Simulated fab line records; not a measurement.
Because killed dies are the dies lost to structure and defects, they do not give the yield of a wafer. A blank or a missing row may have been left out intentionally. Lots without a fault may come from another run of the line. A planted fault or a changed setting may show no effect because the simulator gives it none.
Chamber matching    flow nand harc    4 sister chambers for NHARC_A_CHANNEL_FILL_D2_ALD_02 on ald hk-04
The step deposits SiO2, target thk 6 nm, pulse time 10 s, ald cycles 60. 4 wafers are shown with their chamber, then 9 later ones without.

## WAFERS, EACH WITH ITS CHAMBER
wafer   chamber  heater power w (W)
L111.5  0        462
L117.1  1        531
L117.4  3        548
L117.6  2        548

## WAFERS WITHOUT THEIR CHAMBER
wafer   heater power w (W)
L118.3  469
L118.4  551
L118.5  510
L120.2  548
L120.4  503
L120.6  526
L121.4  480
L121.5  554
L121.6  480

## THE CHAMBER EACH PASSED THROUGH
wafer   from the rows above                in truth
L118.3  0                                  0
L118.4  can't be placed: 2 or 3 or 1       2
L118.5  can't be placed: 1 or 2 or 3 or 0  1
L120.2  can't be placed: 2 or 3 or 1       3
L120.4  can't be placed: 1 or 0 or 2 or 3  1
L120.6  can't be placed: 1 or 2 or 3       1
L121.4  0                                  0
L121.5  can't be placed: 2 or 3 or 1       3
L121.6  0                                  0
Correctly placed: 3 of 9. Unplaceable from these rows: 6, with the true chamber sitting among the candidates in 6. Placed wrongly: 0.
How it was worked out, from the rows above alone: a wafer's distance from a chamber is the root of the sum, over the readings, of the square of ((its reading less the chamber's mean) divided by the reading's scatter). The wafer belongs to the nearest chamber; if the next one is less than 2 further off, it can't be placed. The mean given for a chamber averages the wafers shown for that chamber. The scatter: with one shown wafer a chamber, the root of the mean of the squares of how far each hidden wafer lies from its nearest shown one.
